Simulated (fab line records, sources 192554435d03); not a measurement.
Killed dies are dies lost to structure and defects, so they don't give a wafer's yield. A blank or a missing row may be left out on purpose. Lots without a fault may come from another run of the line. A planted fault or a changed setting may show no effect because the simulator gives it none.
Chamber matching | flow n5_finfet | N5_FIN_SAQP_HM_DEP_03 on pecvd-03: 3 sister chambers
The step deposits SiNx from SiH4/NH3/N2, target thk 38 nm, time 33.6 s. 3 wafers are shown with their chamber, then 10 later ones without.

WAFERS WITH THEIR CHAMBER
wafer  | chamber | showerhead_plenum_p_Torr (Torr)
L085.4 | 2       | 5.25
L086.2 | 1       | 5.18
L086.3 | 0       | 5.06

WAFERS WITHOUT THEIR CHAMBER
wafer  | showerhead_plenum_p_Torr (Torr)
L086.5 | 5.18
L090.2 | 5.26
L090.5 | 5.26
L090.6 | 5.16
L091.2 | 5.24
L091.5 | 5.06
L091.6 | 5.24
L093.3 | 5.03
L093.4 | 5.18
L093.6 | 5.04

WHICH CHAMBER EACH WENT THROUGH
wafer  | from the rows above | in truth
L086.5 | 1                   | 1
L090.2 | 2                   | 2
L090.5 | 2                   | 2
L090.6 | 1                   | 1
L091.2 | 2                   | 2
L091.5 | 0                   | 0
L091.6 | 2                   | 2
L093.3 | 0                   | 0
L093.4 | 1                   | 1
L093.6 | 0                   | 0
Placed correctly: 10 of 10. Can't be placed from these rows: 0. Placed wrongly: 0.
How it was worked out, from the rows above alone: a wafer's distance from a chamber is the root of the sum, over the readings, of the square of ((its reading less the chamber's mean) divided by the reading's scatter). The wafer belongs to the nearest chamber; if the next one is less than 2 further off, it can't be placed. A chamber's mean is the mean of its shown wafers. The scatter: with one shown wafer a chamber, the root of the mean of the squares of how far each hidden wafer lies from its nearest shown one.
